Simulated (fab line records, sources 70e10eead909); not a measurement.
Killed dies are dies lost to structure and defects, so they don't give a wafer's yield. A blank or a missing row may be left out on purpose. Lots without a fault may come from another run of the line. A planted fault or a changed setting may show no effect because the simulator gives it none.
fab line records | flow nand_harc
record lots=12 wafers=36 last_day=33
route steps=1302 shown P_M2@332 END@1302
lots that met no fault: from a run of the same line without faults
start_h: hours from the record's first day to the start of the lot's first wafer shown | wait_h: hours since the lot's step before | " the same as in the row above | L1.1+2: a row that stands for several wafers | - no value, or no start given | * or withheld: withheld | < > ~ a bound
route shown NAME@n: a module of which the file shows steps, and the number in the route of the first | usual: mean/standard deviation of fault-free wafers | same: alike in all rows | chamber/n: place in a boat | sites: the reading at each site | _std_site: their standard deviation | _edge_site: outer sites' mean less inner sites' | radius_mm: how far each site lies from the wafer's centre | mask NAME#n: copy n | behind: the tool/chamber that last shaped the wafer | hold: why the lot was held/for how many hours/how that ended | device: the transistor (n, p or np) that didn't switch | end of line: the same wafers' tests at the end of the route | a step without rows: its recipe alone | killed: dies lost to structure and defects at the first sort, not the wafer's yield | map: a wafer's dies, x killed, . not, _ none there
set.NAME: the setting as run; set.NAME@STEP: as run at that earlier step | model.NAME: the simulator's own value behind a step, which no gauge read
steps of the route over a sample of lots; a table a step, a row a wafer
services: from which hour (start_h, from the record's first day; less than 0 if before it) a tool's chamber was out of use, for how many hours, and why
## steps
# step NHARC_P_M2_ETCH_35
# recipe target_depth_a=400 overetch_a=120 time_s=43.94 ion_energy_ev=200 n2_flow_sccm=150 h2_flow_sccm=150 ar_flow_sccm=0 rf_w=400 bias_w=150 chemistry=N2/H2
# usual drypump_motor_current_A=5.7/0.4 oes_product_au=0.997/0.0095 rf_vpp_V=431.1/2.5 showerhead_plenum_p_Torr=2.06/0.081 throttle_valve_pct=14.171/0.0094
# columns lot.wafer tool chamber start_h wait_h drypump_motor_current_A oes_product_au rf_hours_counter_h rf_vpp_V showerhead_plenum_p_Torr throttle_valve_pct
L888.2 rie_diel-03 0 146.98 0.1 5.2 0.997 2.0 433.5 2.15 14.179
L888.6 " 1 " " 6.0 0.987 - 426.9 1.95 14.175
L888.5 " 2 " " 6.3 1.013 - 431.6 2.07 14.179
L889.1 rie_diel-03 2 162.64 0.1 6.3 1.005 3.8 431.6 2.07 14.171
L889.4 " 1 " " 6.0 0.995 3.5 426.5 1.95 14.178
L889.5 " 3 " " 5.3 1.011 - 432.1 2.07 14.170
L890.3 rie_diel-05 1 168.07 0.1 5.5 0.998 4.6 433.6 2.13 14.162
L890.5 " 2 " " 5.6 1.012 - 429.7 1.97 14.174
L890.6 " 3 " " 6.2 1.002 - 432.7 2.11 14.174
L892.3 rie_diel-03 0 187.07 0.1 5.2 1.000 4.2 434.1 2.15 14.172
L892.4 " 3 " " 5.3 1.003 4.6 432.9 2.07 14.163
L892.6 " 0 " " 5.2 0.994 - 434.1 2.15 14.172
L891.4 rie_diel-11 3 187.90 0.1 6.0 1.012 4.0 428.2 1.92 14.171
L891.5 " 1 " " 5.6 1.001 - 432.8 2.16 14.165
L891.6 " 2 " " 5.3 1.004 - 429.9 1.99 14.175
L894.2 rie_diel-11 0 208.74 0.1 5.6 1.005 4.7 429.2 2.00 14.186
L894.3 " 2 " " 5.3 1.000 5.6 429.9 1.99 14.175
L894.1 " 3 " " 6.0 1.012 4.8 427.5 1.92 14.163
L895.3 rie_diel-03 3 223.85 0.1 5.3 0.981 7.4 431.0 2.07 14.182
L895.1 " 0 " " 5.2 0.991 5.1 432.9 2.15 14.158
L895.6 " 0 " " 5.2 0.984 - 432.3 2.15 14.165
L896.1 rie_diel-11 2 234.07 0.1 5.3 1.004 6.3 428.0 1.99 14.166
L896.2 " 1 " " 5.6 0.992 6.2 434.5 2.16 14.162
L896.5 " 2 " " 5.3 1.006 - 429.7 1.99 14.162
L897.3 rie_diel-05 3 241.86 0.1 6.2 0.996 0.1 432.6 2.11 14.171
L897.2 " 0 " " 5.3 0.998 0.1 434.1 2.18 14.189
L897.6 " 3 " " 6.2 0.990 - 433.4 2.11 14.169
L898.4 rie_diel-03 0 247.94 0.1 5.2 0.991 5.9 432.3 2.15 14.167
L898.1 " 2 " " 6.4 1.002 8.7 429.6 2.06 14.165
L898.6 " 3 " " 5.3 0.990 - 432.3 2.07 14.176
L899.4 rie_diel-05 1 259.54 0.1 5.4 0.995 0.5 432.3 2.13 14.186
L899.3 " 2 " " 5.6 0.988 0.5 427.8 1.97 14.157
L899.6 " 2 " " 5.6 0.994 - 427.8 1.97 14.162
L908.1 rie_diel-11 1 353.47 0.1 5.6 1.014 4.8 433.8 2.16 14.170
L908.2 " 0 " " 5.6 0.997 4.9 429.1 2.00 14.153
L908.5 " 2 " " 5.3 0.994 - 431.2 1.99 14.152
# step NHARC_P_M2_ETCH_15
# recipe target_depth_a=1825 time_s=91.2 c4f8_flow_sccm=withheld ar_flow_sccm=400 rf_w=600 bias_w=300 chemistry=C4F8/Ar
# usual oes_product_au=0.935/0.024 rf_vpp_V=441.4/2.5
# columns lot.wafer tool chamber start_h wait_h oes_product_au rf_hours_counter_h rf_vpp_V
L888.2 rie_diel-03 1 - - 0.961 2.2 438.1
L888.6 " 2 " " 0.966 - 441.0
L888.5 " 3 " " 0.950 - 441.1
L889.1 rie_diel-03 1 - - 0.909 3.5 437.6
L889.4 " 3 " " 0.930 4.0 442.4
L889.5 " 1 " " 0.911 - 439.7
L890.3 rie_diel-05 3 - - 0.930 4.7 442.2
L890.5 " 2 " " 0.931 - 438.0
L890.6 " 3 " " 0.929 - 442.8
L892.3 rie_diel-03 3 - - 0.932 4.6 441.8
L892.4 " 0 " " 0.914 4.3 445.0
L892.6 " 1 " " 0.910 - 438.5
L891.4 rie_diel-11 0 - - 0.934 3.8 439.2
L891.6 " 2 " " 0.936 - 439.3
L891.5 " 3 " " 0.931 - 438.4
L894.2 rie_diel-11 2 - - 0.950 5.6 437.5
L894.3 " 3 " " 0.973 4.8 438.3
L894.1 " 1 " " 0.963 5.6 444.7
L895.3 rie_diel-03 3 - - 0.934 7.4 441.5
L895.1 " 0 " " 0.925 5.1 445.2
L895.6 " 3 " " 0.932 - 440.9
L896.2 rie_diel-11 2 - - 0.982 6.4 439.3
L896.1 " 0 " " 0.961 5.5 439.8
L896.5 " 3 " " 0.984 - 437.5
L897.2 rie_diel-05 0 - - 0.960 0.1 443.3
L897.3 " 1 " " 0.948 0.2 441.5
L897.6 " 0 " " 0.967 - 444.6
L898.4 rie_diel-03 3 - - 0.930 8.5 441.6
L898.1 " 0 " " 0.921 6.0 443.9
L898.6 " 2 " " 0.926 - 442.0
L899.3 rie_diel-05 0 - - 0.920 0.5 444.0
L899.4 " 3 " " 0.906 0.2 440.7
L899.6 " 0 " " 0.924 - 444.7
L908.2 rie_diel-11 0 - - 0.985 4.9 439.6
L908.1 " 3 " " 0.960 4.9 437.7
L908.5 " 1 " " 0.989 - 444.1
# step NHARC_P_M2_PVD_20
# recipe target_thk_a=50 bias_v=168.6 power_w=15000 chamber_pressure_pa=0.12 time_s=8.06 substrate_temp_c=50 material=TaN
# usual bias_v=168.7/1.7 throttle_valve_pct=29.8/1.1 time_s=8.06/0
# columns lot.wafer tool chamber start_h wait_h bias_v throttle_valve_pct time_s
L888.2 pvd_sputter-01 - 148.02 - 171.7 28.7 8.06
L888.6 " - " " 166.5 29.8 8.06
L888.5 " - " " 167.3 28.5 8.06
L889.4 pvd_sputter-02 - 163.69 - 168.1 31.9 8.06
L889.1 " - " " 168.7 29.7 8.06
L889.5 " - " " 169.9 32.0 8.06
L890.3 pvd_sputter-02 - 169.09 - 172.1 29.2 8.06
L890.5 " - " " 172.9 29.0 8.06
L890.6 " - " " 168.8 29.4 8.06
L892.4 pvd_sputter-01 - 188.14 - 168.0 28.8 8.06
L892.3 " - " " 167.6 29.4 8.06
L892.6 " - " " 165.3 28.7 8.06
L891.4 pvd_sputter-03 - 188.99 - 167.9 28.5 8.06
L891.6 " - " " 168.2 30.2 8.06
L891.5 " - " " 166.9 29.5 8.06
L894.2 pvd_sputter-01 - 209.79 - 167.8 28.8 8.06
L894.1 " - " " 168.9 31.4 8.06
L894.3 " - " " 165.2 29.9 8.06
L895.1 pvd_sputter-01 - 224.99 - 168.2 29.7 8.06
L895.3 " - " " 168.3 31.6 8.06
L895.6 " - " " 167.5 29.7 8.06
L896.2 pvd_sputter-03 - 235.21 - 170.6 30.0 8.06
L896.1 " - " " 164.9 29.3 8.06
L896.5 " - " " 169.0 29.7 8.06
L897.3 pvd_sputter-02 - 242.93 - 170.1 29.4 8.06
L897.2 " - " " 166.2 29.8 8.06
L897.6 " - " " 170.9 29.3 8.06
L898.1 pvd_sputter-02 - 249.03 - 167.8 29.3 8.06
L898.4 " - " " 169.7 29.4 8.06
L898.6 " - " " 165.2 32.0 8.06
L899.3 pvd_sputter-01 - 260.66 - 170.7 29.1 8.06
L899.4 " - " " 167.9 32.4 8.06
L899.6 " - " " 170.7 28.8 8.06
L908.1 pvd_sputter-02 - 354.52 - 166.6 32.0 8.06
L908.2 " - " " 170.2 29.9 8.06
L908.5 " - " " 169.2 29.3 11.104
# step NHARC_P_M2_PVD_21
# recipe target_thk_a=300 chamber_pressure_pa=5 power_w=5000 substrate_temp_c=30 time_s=20.49 material=Cu
# usual throttle_valve_pct=29.8/1.1 time_s=20.49/0
# columns lot.wafer tool chamber start_h wait_h throttle_valve_pct time_s
L888.2 pvd_sputter-01 - - - 29.0 20.49
L888.6 " - " " 29.8 20.49
L888.5 " - " " 29.9 20.49
L889.1 pvd_sputter-02 - - - 32.2 20.49
L889.4 " - " " 29.8 20.49
L889.5 " - " " 29.3 20.49
L890.3 pvd_sputter-02 - - - 29.7 20.49
L890.6 " - " " 32.1 20.49
L890.5 " - " " 28.9 20.49
L892.4 pvd_sputter-01 - - - 28.8 20.49
L892.3 " - " " 29.7 20.49
L892.6 " - " " 28.8 20.49
L891.4 pvd_sputter-03 - - - 29.5 20.49
L891.5 " - " " 30.4 20.49
L891.6 " - " " 29.5 20.49
L894.3 pvd_sputter-01 - - - 28.7 20.49
L894.2 " - " " 31.8 20.49
L894.1 " - " " 30.0 20.49
L895.3 pvd_sputter-01 - - - 31.7 20.49
L895.1 " - " " 29.6 20.49
L895.6 " - " " 31.7 20.49
L896.2 pvd_sputter-03 - - - 28.7 20.49
L896.1 " - " " 29.3 20.49
L896.5 " - " " 28.8 20.49
L897.3 pvd_sputter-02 - - - 29.9 20.49
L897.2 " - " " 28.5 20.49
L897.6 " - " " 29.7 20.49
L898.4 pvd_sputter-02 - - - 32.1 20.49
L898.1 " - " " 29.6 20.49
L898.6 " - " " 29.4 20.49
L899.3 pvd_sputter-01 - - - 28.8 20.49
L899.4 " - " " 29.7 20.49
L899.6 " - " " 28.7 20.49
L908.1 pvd_sputter-02 - - - 29.9 20.49
L908.2 " - " " 28.3 20.49
L908.5 " - " " 31.8 20.49
# step NHARC_END_SORT_01
# recipe temp_c=25
# usual defect_limited_yield=91/3.1 killed_at_array=57/20 killed_at_other=1.0/1.5 killed_at_periphery=3.5/2.5 killed_dies=62/21 killed_open=3.5/1.9 killed_short=2.4/1.6
# same gross_dies=677
# columns lot.wafer tool chamber start_h wait_h defect_limited_yield[%] killed_at_array killed_at_other killed_at_periphery killed_dies killed_open killed_short
L897.2 prober-02 0 680.88 2.8 89 62 0 12 74 3 7
L897.3 prober-02 0 681.69 3.1 90 62 0 3 65 3 2
L897.6 prober-02 0 684.11 4.0 90 70 0 1 71 1 3
L899.3 prober-01 0 694.13 3.1 87 70 8 9 87 4 2
L899.4 prober-01 0 694.93 3.4 90 68 1 2 71 1 0
L899.6 prober-01 0 696.55 4.0 92 48 3 1 52 3 1
# killed by level:class
L897.2 A_CHANNEL_HOLE_D1:chamber_film_flake=26 A_CHANNEL_HOLE_D2:chamber_film_flake=19 P_M2:chamber_film_flake=6 A_STAIRCASE:chamber_film_flake=4 A_ONON_D1:geometric_particle:short=3 A_WL_FILL:chamber_film_flake=3 P_ZERO_WELL:geometric_particle:open=2 P_STI:chamber_film_flake=2
L897.3 A_CHANNEL_HOLE_D1:chamber_film_flake=29 A_CHANNEL_HOLE_D2:chamber_film_flake=22 A_STAIRCASE:chamber_film_flake=4 P_STI:chamber_film_flake=2 A_CHANNEL_HOLE_D1:geometric_particle:open=1 A_CHANNEL_FILL_D1:geometric_particle:short=1 A_CHANNEL_FILL_D1:geometric_particle:open=1 A_ONON_D2:geometric_particle:short=1
L897.6 A_CHANNEL_HOLE_D1:chamber_film_flake=40 A_CHANNEL_HOLE_D2:chamber_film_flake=20 A_ONON_D2:geometric_particle:short=3 A_M1:chamber_film_flake=2 A_SOURCE_PLATE:geometric_particle:open=1 P_M2:chamber_film_flake=1 A_DECK1_JOINT:chamber_film_flake=1 A_CHANNEL_FILL_D2:chamber_film_flake=1
L899.3 A_SLIT:chamber_film_flake=31 A_CHANNEL_HOLE_D2:chamber_film_flake=23 A_CONTACT:chamber_film_flake=7 THIN_TSV:chamber_film_flake=7 P_GATE:chamber_film_flake=4 A_CHANNEL_HOLE_D1:chamber_film_flake=4 P_M1:chamber_film_flake=3 A_CONTACT:geometric_particle:open=2
L899.4 A_SLIT:chamber_film_flake=26 A_CHANNEL_HOLE_D2:chamber_film_flake=24 A_CHANNEL_HOLE_D1:chamber_film_flake=11 A_STAIRCASE:chamber_film_flake=3 A_CONTACT:chamber_film_flake=2 A_M1:geometric_particle:open=1 P_GATE:chamber_film_flake=1 P_M1:chamber_film_flake=1
L899.6 A_SLIT:chamber_film_flake=28 A_CHANNEL_HOLE_D2:chamber_film_flake=8 A_CHANNEL_HOLE_D1:chamber_film_flake=4 A_CONTACT:chamber_film_flake=2 THIN_TSV:chamber_film_flake=2 A_DECK1_JOINT:geometric_particle:short=1 A_CHANNEL_FILL_D2:geometric_particle:open=1 A_M0:geometric_particle:open=1
## services
# columns tool chamber start_h hours kind
rie_diel-03 0 137.80 - clean
rie_diel-03 1 137.80 - clean
pvd_sputter-03 - 170.01 10.0 pm
rie_diel-05 2 172.28 2.9 repair
rie_diel-03 0 188.63 15.4 repair
rie_diel-05 2 213.12 16.3 repair
pvd_sputter-01 - 221.51 3.1 repair
rie_diel-03 1 221.70 13.1 repair
pvd_sputter-01 - 226.00 10.0 pm
pvd_sputter-03 - 228.72 1.7 repair
rie_diel-05 - 229.71 9.0 pm
pvd_sputter-03 - 236.47 10.1 repair
rie_diel-11 - 257.47 9.0 pm
rie_diel-05 - 270.64 0.6 repair
rie_diel-03 - 281.30 9.0 pm
pvd_sputter-02 - 282.14 10.0 pm
rie_diel-05 0 288.36 4.4 repair
rie_diel-11 1 305.50 6.5 repair
rie_diel-03 - 306.85 0.7 repair
rie_diel-11 1 323.53 1.5 repair
pvd_sputter-02 - 329.71 5.2 repair
pvd_sputter-01 - 334.26 2.5 repair
pvd_sputter-03 - 348.01 10.0 pm
rie_diel-05 0 349.70 15.0 repair
## key
first_sign step=NHARC_P_M2_PVD_20 reading=time_s direction=up sigmas=99+ usual=* struck=*
effect none on later readings
met_at NHARC_P_M2_PVD_20
struck_lots L908
struck_wafers L908.5
not_acting_at NHARC_P_M2_ETCH_35,NHARC_P_M2_ETCH_15,NHARC_P_M2_PVD_21
onset_between 249.03 354.52
fault kind=process_parameter_drift tool=pvd_sputter-02 chamber=- onset_h=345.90 steps=NHARC_P_M2_PVD_20 channel=time_s offset=* shape=step end_h=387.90 scope=struck_wafers_only acts_in=* stated=*
